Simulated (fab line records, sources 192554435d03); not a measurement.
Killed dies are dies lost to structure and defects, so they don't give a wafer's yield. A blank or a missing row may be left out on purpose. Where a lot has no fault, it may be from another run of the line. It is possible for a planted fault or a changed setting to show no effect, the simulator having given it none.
Which of the tools did it? || flow n5 finfet || Sampling: 9 lots, 27 wafers, 5 of 1938 route steps

WHAT THE GAUGES SHOWED, per wafer
N5_BEOL_M4_RC_MEAS_101. Usual: DIBL_N 36.5 mV/V, standard deviation 2; DIBL_P 36.5 mV/V, standard deviation 2.3; IOFF_N 0.16 nA/um, standard deviation 0.036; IOFF_P 0.21 nA/um, standard deviation 0.037; ION_N 672 uA/um, standard deviation 12; ION_P 459 uA/um, standard deviation 7.1; SS_N 71.6 mV/dec, standard deviation 0.73; SS_P 73.4 mV/dec, standard deviation 0.76; VT_N 250 mV, standard deviation 3.3; VT_P -250.5 mV, standard deviation 2.9.
{"lot": "L308", "measured": "day 8 23:19", "on": "prober-02", "DIBL_N (mV/V)": "37.5 39.7 38.2", "DIBL_P (mV/V)": "37.7 40.1 38.4", "IOFF_N (nA/um)": "0.16 0.20 0.17", "IOFF_P (nA/um)": "0.22 0.25 0.23", "ION_N (uA/um)": "672 676 673", "ION_P (uA/um)": "459 464 461", "SS_N (mV/dec)": "71.8 72.6 72.1", "SS_P (mV/dec)": "74.5 74.9 74.8", "VT_N (mV)": "248 248 250", "VT_P (mV)": "-247.8 -246.5 -249.2", "flag": ""}
{"lot": "L311", "measured": "day 9 07:25", "on": "prober-01", "DIBL_N (mV/V)": "40.0 40.9 35.9", "DIBL_P (mV/V)": "39.5 41.1 34.9", "IOFF_N (nA/um)": "0.23 0.25 0.14", "IOFF_P (nA/um)": "0.28 0.32 0.19", "ION_N (uA/um)": "695 679 657", "ION_P (uA/um)": "472 457 451", "SS_N (mV/dec)": "72.2 72.4 71.0", "SS_P (mV/dec)": "74.4 74.7 73.1", "VT_N (mV)": "246 245 251", "VT_P (mV)": "-246.4 -248.5 -251.8", "flag": ""}
{"lot": "L315", "measured": "day 10 11:02", "on": "prober-01", "DIBL_N (mV/V)": "36.7 34.2 36.2", "DIBL_P (mV/V)": "35.7 33.3 34.4", "IOFF_N (nA/um)": "0.15 0.12 0.14", "IOFF_P (nA/um)": "0.18 0.16 0.17", "ION_N (uA/um)": "670 660 665", "ION_P (uA/um)": "459 451 450", "SS_N (mV/dec)": "70.9 70.6 70.7", "SS_P (mV/dec)": "73.6 72.8 73.2", "VT_N (mV)": "249 252 250", "VT_P (mV)": "-253.0 -255.4 -252.7", "flag": ""}
{"lot": "L319", "measured": "day 11 17:28", "on": "prober-01", "DIBL_N (mV/V)": "38.3 39.4 38.6", "DIBL_P (mV/V)": "36.8 37.8 37.5", "IOFF_N (nA/um)": "0.19 0.24 0.21", "IOFF_P (nA/um)": "0.25 0.27 0.27", "ION_N (uA/um)": "684 693 680", "ION_P (uA/um)": "464 465 462", "SS_N (mV/dec)": "71.7 72.8 72.3", "SS_P (mV/dec)": "74.4 74.5 74.3", "VT_N (mV)": "245 243 247", "VT_P (mV)": "-248.6 -247.5 -247.8", "flag": ""}
{"lot": "L318", "measured": "day 11 20:26", "on": "prober-02", "DIBL_N (mV/V)": "36.6 37.1 34.2", "DIBL_P (mV/V)": "37.2 38.2 34.3", "IOFF_N (nA/um)": "0.17 0.18 0.12", "IOFF_P (nA/um)": "0.23 0.26 0.18", "ION_N (uA/um)": "676 684 663", "ION_P (uA/um)": "463 472 460", "SS_N (mV/dec)": "71.1 71.7 70.6", "SS_P (mV/dec)": "73.9 74.3 72.4", "VT_N (mV)": "250 246 255", "VT_P (mV)": "-246.2 -246.0 -249.6", "flag": ""}
{"lot": "L321", "measured": "day 11 17:46", "on": "prober-02", "DIBL_N (mV/V)": "38.6 36.4 38.8", "DIBL_P (mV/V)": "38.0 35.2 38.0", "IOFF_N (nA/um)": "0.19 0.14 0.18", "IOFF_P (nA/um)": "0.24 0.18 0.23", "ION_N (uA/um)": "666 649 664", "ION_P (uA/um)": "449 452 457", "SS_N (mV/dec)": "72.4 72.4 72.6", "SS_P (mV/dec)": "73.0 72.6 73.2", "VT_N (mV)": "248 254 253", "VT_P (mV)": "-249.1 -252.1 -249.6", "flag": ""}
{"lot": "L323", "measured": "day 11 22:42", "on": "prober-02", "DIBL_N (mV/V)": "37.0 37.3 39.1", "DIBL_P (mV/V)": "35.9 34.9 38.0", "IOFF_N (nA/um)": "0.15 0.14 0.19", "IOFF_P (nA/um)": "0.20 0.19 0.25", "ION_N (uA/um)": "671 645 681", "ION_P (uA/um)": "459 444 464", "SS_N (mV/dec)": "72.1 71.8 71.4", "SS_P (mV/dec)": "73.0 72.9 73.8", "VT_N (mV)": "251 253 249", "VT_P (mV)": "-251.3 -251.0 -246.2", "flag": ""}
{"lot": "L324", "measured": "day 12 16:20", "on": "prober-01", "DIBL_N (mV/V)": "36.3 36.5 36.8", "DIBL_P (mV/V)": "34.2 35.2 35.0", "IOFF_N (nA/um)": "0.15 0.15 0.15", "IOFF_P (nA/um)": "0.18 0.19 0.19", "ION_N (uA/um)": "670 683 663", "ION_P (uA/um)": "454 465 453", "SS_N (mV/dec)": "71.7 71.3 72.0", "SS_P (mV/dec)": "73.4 73.0 73.7", "VT_N (mV)": "251 248 254", "VT_P (mV)": "-254.5 -249.9 -252.3", "flag": ""}
{"lot": "L330", "measured": "day 14 20:04", "on": "prober-01", "DIBL_N (mV/V)": "38.1 39.1 38.8", "DIBL_P (mV/V)": "40.2 40.6 41.3", "IOFF_N (nA/um)": "0.19 0.22 0.21", "IOFF_P (nA/um)": "0.21 0.23 0.23", "ION_N (uA/um)": "671 682 675", "ION_P (uA/um)": "457 457 456", "SS_N (mV/dec)": "71.6 72.8 72.4", "SS_P (mV/dec)": "75.2 74.2 74.7", "VT_N (mV)": "249 246 248", "VT_P (mV)": "-250.8 -251.5 -248.9", "flag": ""}

EACH LOT AND THE TOOL THAT RAN IT (in order: tool; ch and the chambers of the sampled wafers; start)
{"lot": "L308", "N5_GATE_CUT_STRIP_41": "rie diel-03 ch 0,2, day 4 21:52", "N5_GATE_CUT_STRIP_42": "rie diel-03 ch 0,2, day 4 21:53", "N5_GATE_CUT_ALD_22": "ald sin-03 ch 1,2, day 4 22:40", "N5_GATE_CUT_CMP_23": "cmp-02 ch 1,2,3, day 5 00:22"}
{"lot": "L311", "N5_GATE_CUT_STRIP_41": "rie diel-03 ch 0,2,3, day 5 11:02", "N5_GATE_CUT_STRIP_42": "rie diel-03 ch 0,2,3, day 5 11:03", "N5_GATE_CUT_ALD_22": "ald sin-01 ch 0,1,3, day 5 11:38", "N5_GATE_CUT_CMP_23": "cmp-03 ch 0,1, day 5 13:08"}
{"lot": "L315", "N5_GATE_CUT_STRIP_41": "rie diel-02 ch 0,2,3, day 6 17:53", "N5_GATE_CUT_STRIP_42": "rie diel-02 ch 0,2,3, day 6 17:54", "N5_GATE_CUT_ALD_22": "ald sin-04 ch 0,3, day 6 18:30", "N5_GATE_CUT_CMP_23": "cmp-01 ch 1,2,3, day 6 20:04"}
{"lot": "L319", "N5_GATE_CUT_STRIP_41": "rie diel-04 ch 1,2,3, day 7 13:04", "N5_GATE_CUT_STRIP_42": "rie diel-04 ch 1,2,3, day 7 13:05", "N5_GATE_CUT_ALD_22": "ald sin-04 ch 0,1,3, day 7 13:41", "N5_GATE_CUT_CMP_23": "cmp-03 ch 1,2, day 7 15:10"}
{"lot": "L318", "N5_GATE_CUT_STRIP_41": "rie diel-04 ch 0,2,3, day 7 17:22", "N5_GATE_CUT_STRIP_42": "rie diel-04 ch 0,2,3, day 7 17:23", "N5_GATE_CUT_ALD_22": "ald sin-01 ch 0,1,2, day 7 17:59", "N5_GATE_CUT_CMP_23": "cmp-01 ch 0,3, day 7 19:28"}
{"lot": "L321", "N5_GATE_CUT_STRIP_41": "rie diel-04 ch 1,2,3, day 8 00:11", "N5_GATE_CUT_STRIP_42": "rie diel-04 ch 1,2,3, day 8 00:12", "N5_GATE_CUT_ALD_22": "ald sin-03 ch 1,2,3, day 8 00:47", "N5_GATE_CUT_CMP_23": "cmp-01 ch 1,2,3, day 8 02:21"}
{"lot": "L323", "N5_GATE_CUT_STRIP_41": "rie diel-02 ch 0,1,2, day 8 11:17", "N5_GATE_CUT_STRIP_42": "rie diel-02 ch 0,1,2, day 8 11:18", "N5_GATE_CUT_ALD_22": "ald sin-04 ch 0,1,3, day 8 12:11", "N5_GATE_CUT_CMP_23": "cmp-03 ch 0,2,3, day 8 13:41"}
{"lot": "L324", "N5_GATE_CUT_STRIP_41": "rie diel-02 ch 0,1,2, day 8 19:06", "N5_GATE_CUT_STRIP_42": "rie diel-02 ch 0,1,2, day 8 19:07", "N5_GATE_CUT_ALD_22": "ald sin-04 ch 0,1,3, day 8 19:43", "N5_GATE_CUT_CMP_23": "cmp-01 ch 1,2,3, day 8 21:13"}
{"lot": "L330", "N5_GATE_CUT_STRIP_41": "rie diel-02 ch 0,1,3, day 10 10:27", "N5_GATE_CUT_STRIP_42": "rie diel-02 ch 0,1,3, day 10 10:28", "N5_GATE_CUT_ALD_22": "ald sin-04 ch 2,3, day 10 11:50", "N5_GATE_CUT_CMP_23": "cmp-02 ch 1,2, day 10 13:22"}
- N5_GATE_CUT_STRIP_41: strips in CF4.
- N5_GATE_CUT_STRIP_42: strips in O2.
- N5_GATE_CUT_ALD_22: deposits SiNx, target thk 16 nm, pulse time 1 s, ald cycles 320.
- N5_GATE_CUT_CMP_23: polishes, stops on SiO2, t overpolish 23.4 s, target thk 16 nm.

WHAT THE TOOLS THEMSELVES READ (means of the sampled wafers that have a number; where no wafer has one, the mark that the record gives instead)
N5_GATE_CUT_STRIP_41. Usual: drypump motor current A 5.8 A, standard deviation 0.65; oes product au 0.176 a.u., standard deviation 0.016; rf vpp V 271.4 V, standard deviation 1.4; showerhead plenum p Torr 1.81 Torr, standard deviation 0.053; throttle valve pct 13.6 %, standard deviation 0.35.
{"lot": "L308", "tool": "rie diel-03", "drypump motor current A (A)": 5.3, "oes product au (a.u.)": 0.168, "rf vpp V (V)": 270.4, "showerhead plenum p Torr (Torr)": 1.79, "throttle valve pct (%)": 13.9, "flag": ""}
{"lot": "L311", "tool": "rie diel-03", "drypump motor current A (A)": 5.5, "oes product au (a.u.)": 0.172, "rf vpp V (V)": 271.7, "showerhead plenum p Torr (Torr)": 1.79, "throttle valve pct (%)": 13.7, "flag": ""}
{"lot": "L315", "tool": "rie diel-02", "drypump motor current A (A)": 5.7, "oes product au (a.u.)": 0.173, "rf vpp V (V)": 272.3, "showerhead plenum p Torr (Torr)": 1.82, "throttle valve pct (%)": 13.7, "flag": ""}
{"lot": "L319", "tool": "rie diel-04", "drypump motor current A (A)": 5.5, "oes product au (a.u.)": 0.179, "rf vpp V (V)": 270.7, "showerhead plenum p Torr (Torr)": 1.77, "throttle valve pct (%)": 13.3, "flag": ""}
{"lot": "L318", "tool": "rie diel-04", "drypump motor current A (A)": 5.7, "oes product au (a.u.)": 0.174, "rf vpp V (V)": 270.7, "showerhead plenum p Torr (Torr)": 1.75, "throttle valve pct (%)": 13.5, "flag": ""}
{"lot": "L321", "tool": "rie diel-04", "drypump motor current A (A)": 5.6, "oes product au (a.u.)": 0.178, "rf vpp V (V)": 271.1, "showerhead plenum p Torr (Torr)": 1.77, "throttle valve pct (%)": 13.3, "flag": ""}
{"lot": "L323", "tool": "rie diel-02", "drypump motor current A (A)": 5.7, "oes product au (a.u.)": 0.184, "rf vpp V (V)": 272.3, "showerhead plenum p Torr (Torr)": 1.85, "throttle valve pct (%)": 13.8, "flag": ""}
{"lot": "L324", "tool": "rie diel-02", "drypump motor current A (A)": 5.7, "oes product au (a.u.)": 0.182, "rf vpp V (V)": 272.5, "showerhead plenum p Torr (Torr)": 1.85, "throttle valve pct (%)": 13.8, "flag": ""}
{"lot": "L330", "tool": "rie diel-02", "drypump motor current A (A)": 6.3, "oes product au (a.u.)": 0.174, "rf vpp V (V)": 272.1, "showerhead plenum p Torr (Torr)": 1.82, "throttle valve pct (%)": 13.8, "flag": ""}

N5_GATE_CUT_STRIP_42. Usual: drypump motor current A 5.8 A, standard deviation 0.65; oes product au 0.76 a.u., standard deviation 0.079; rf vpp V 3.6 V, standard deviation 0.5; showerhead plenum p Torr 2.11 Torr, standard deviation 0.068; temp c 40.01 C, standard deviation 0.12; throttle valve pct 16.7 %, standard deviation 0.36.
{"lot": "L308", "tool": "rie diel-03", "drypump motor current A (A)": 5.3, "oes product au (a.u.)": 0.72, "rf vpp V (V)": 3.4, "showerhead plenum p Torr (Torr)": 2.09, "temp c (C)": 39.98, "throttle valve pct (%)": 17.0, "flag": ""}
{"lot": "L311", "tool": "rie diel-03", "drypump motor current A (A)": 5.5, "oes product au (a.u.)": 0.75, "rf vpp V (V)": 3.8, "showerhead plenum p Torr (Torr)": 2.10, "temp c (C)": 39.99, "throttle valve pct (%)": 16.8, "flag": ""}
{"lot": "L315", "tool": "rie diel-02", "drypump motor current A (A)": 5.7, "oes product au (a.u.)": 0.76, "rf vpp V (V)": 3.9, "showerhead plenum p Torr (Torr)": 2.12, "temp c (C)": 40.08, "throttle valve pct (%)": 16.8, "flag": ""}
{"lot": "L319", "tool": "rie diel-04", "drypump motor current A (A)": 5.6, "oes product au (a.u.)": 0.78, "rf vpp V (V)": 3.7, "showerhead plenum p Torr (Torr)": 2.07, "temp c (C)": 39.96, "throttle valve pct (%)": 16.4, "flag": ""}
{"lot": "L318", "tool": "rie diel-04", "drypump motor current A (A)": 5.8, "oes product au (a.u.)": 0.75, "rf vpp V (V)": 3.2, "showerhead plenum p Torr (Torr)": 2.03, "temp c (C)": 40.09, "throttle valve pct (%)": 16.5, "flag": ""}
{"lot": "L321", "tool": "rie diel-04", "drypump motor current A (A)": 5.5, "oes product au (a.u.)": 0.77, "rf vpp V (V)": 3.8, "showerhead plenum p Torr (Torr)": 2.07, "temp c (C)": 40.02, "throttle valve pct (%)": 16.4, "flag": ""}
{"lot": "L323", "tool": "rie diel-02", "drypump motor current A (A)": 5.6, "oes product au (a.u.)": 0.78, "rf vpp V (V)": 3.9, "showerhead plenum p Torr (Torr)": 2.16, "temp c (C)": 39.97, "throttle valve pct (%)": 16.9, "flag": ""}
{"lot": "L324", "tool": "rie diel-02", "drypump motor current A (A)": 5.7, "oes product au (a.u.)": 0.79, "rf vpp V (V)": 3.2, "showerhead plenum p Torr (Torr)": 2.16, "temp c (C)": 39.91, "throttle valve pct (%)": 16.9, "flag": ""}
{"lot": "L330", "tool": "rie diel-02", "drypump motor current A (A)": 6.3, "oes product au (a.u.)": 0.74, "rf vpp V (V)": 3.4, "showerhead plenum p Torr (Torr)": 2.12, "temp c (C)": 40.01, "throttle valve pct (%)": 16.8, "flag": ""}

N5_GATE_CUT_ALD_22. Usual: heater power w 794 W, standard deviation 89; precursor pulse height rel 1.002, standard deviation 0.019; susceptor temp C 400.01 C, standard deviation 0.22.
{"lot": "L308", "tool": "ald sin-03", "heater power w (W)": 783, "precursor pulse height rel": 1.002, "susceptor temp C (C)": 400.03, "flag": ""}
{"lot": "L311", "tool": "ald sin-01", "heater power w (W)": 787, "precursor pulse height rel": 0.998, "susceptor temp C (C)": 400.10, "flag": ""}
{"lot": "L315", "tool": "ald sin-04", "heater power w (W)": 683, "precursor pulse height rel": 1.016, "susceptor temp C (C)": 400.17, "flag": ""}
{"lot": "L319", "tool": "ald sin-04", "heater power w (W)": 770, "precursor pulse height rel": 1.003, "susceptor temp C (C)": 400.15, "flag": ""}
{"lot": "L318", "tool": "ald sin-01", "heater power w (W)": 793, "precursor pulse height rel": 1.008, "susceptor temp C (C)": 400.07, "flag": ""}
{"lot": "L321", "tool": "ald sin-03", "heater power w (W)": 874, "precursor pulse height rel": 0.997, "susceptor temp C (C)": 400.06, "flag": ""}
{"lot": "L323", "tool": "ald sin-04", "heater power w (W)": 760, "precursor pulse height rel": 1.009, "susceptor temp C (C)": 400.07, "flag": ""}
{"lot": "L324", "tool": "ald sin-04", "heater power w (W)": 765, "precursor pulse height rel": 1.003, "susceptor temp C (C)": 399.91, "flag": ""}
{"lot": "L330", "tool": "ald sin-04", "heater power w (W)": 727, "precursor pulse height rel": 1.014, "susceptor temp C (C)": 399.85, "flag": ""}

N5_GATE_CUT_CMP_23. Usual: head pressure psi 2.500 psi, standard deviation 0.0062; motor current A 9.0 A, standard deviation 0.99; overpolish run s 23.400 s, standard deviation 0.01; retaining ring pressure frac 1.001, standard deviation 0.005; time to endpoint s 19.5 s, standard deviation 2.6.
{"lot": "L308", "tool": "cmp-02", "head pressure psi (psi)": 2.496, "motor current A (A)": 8.0, "overpolish run s (s)": 23.391, "retaining ring pressure frac": 1.004, "time to endpoint s (s)": 23.6, "flag": ""}
{"lot": "L311", "tool": "cmp-03", "head pressure psi (psi)": 2.495, "motor current A (A)": 9.3, "overpolish run s (s)": 23.395, "retaining ring pressure frac": 0.997, "time to endpoint s (s)": 19.4, "flag": ""}
{"lot": "L315", "tool": "cmp-01", "head pressure psi (psi)": 2.499, "motor current A (A)": 9.9, "overpolish run s (s)": 23.398, "retaining ring pressure frac": 0.997, "time to endpoint s (s)": 16.1, "flag": ""}
{"lot": "L319", "tool": "cmp-03", "head pressure psi (psi)": 2.499, "motor current A (A)": 9.2, "overpolish run s (s)": 23.414, "retaining ring pressure frac": 1.001, "time to endpoint s (s)": 18.1, "flag": ""}
{"lot": "L318", "tool": "cmp-01", "head pressure psi (psi)": 2.505, "motor current A (A)": 8.7, "overpolish run s (s)": 23.410, "retaining ring pressure frac": 1.002, "time to endpoint s (s)": 21.6, "flag": ""}
{"lot": "L321", "tool": "cmp-01", "head pressure psi (psi)": 2.499, "motor current A (A)": 10.0, "overpolish run s (s)": 23.399, "retaining ring pressure frac": 0.997, "time to endpoint s (s)": 38.7, "flag": "OFF"}
{"lot": "L323", "tool": "cmp-03", "head pressure psi (psi)": 2.495, "motor current A (A)": 9.3, "overpolish run s (s)": 23.410, "retaining ring pressure frac": 1.004, "time to endpoint s (s)": 22.1, "flag": ""}
{"lot": "L324", "tool": "cmp-01", "head pressure psi (psi)": 2.500, "motor current A (A)": 9.7, "overpolish run s (s)": 23.395, "retaining ring pressure frac": 0.997, "time to endpoint s (s)": 38.1, "flag": "OFF"}
{"lot": "L330", "tool": "cmp-02", "head pressure psi (psi)": 2.493, "motor current A (A)": 8.0, "overpolish run s (s)": 23.393, "retaining ring pressure frac": 1.002, "time to endpoint s (s)": 17.7, "flag": ""}

THE ANSWER, worked out from the rows above alone
Rule: take the mean of a lot's wafers that have a number; if it is more than 3 standard deviations from the usual mean, the lot is off. Also off: a lot with no number at a reading for which 4 or more lots have one. Where the step has rows for the other lots, those lots are counted as sound. Order of review: gauges by route order, followed by the tools' own readings, for which a lot's mean as printed above is used. At the first step where some lot is off, the reading lying furthest off is the one used; lots without a number count as furthest.
Off at N5_GATE_CUT_CMP_23 (time to endpoint s): L321, L324.
If a tool, at that step or one of the process steps before it, ran each lot that is off and ran no sound lot following the first of them, it fits. One candidate fits, namely cmp-01 at N5_GATE_CUT_CMP_23. Its last sound lot is L318 (day 7 19:28), its first lot that is off L321 (day 8 02:21): a fault that began between those two fits.
On the lots that are off, the tool's own readings at N5_GATE_CUT_CMP_23 differ by more than 5 times the standard deviation of the sound lots' means, which bears it out; time to endpoint s reads 38.4 s there versus 19.8 s on the sound lots.

WHAT THE SIMULATOR PUT IN
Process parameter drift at N5_GATE_CUT_CMP_23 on cmp-01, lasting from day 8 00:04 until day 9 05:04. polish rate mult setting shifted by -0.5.
Lots struck among those shown: L321, L324. The rule above found the same.
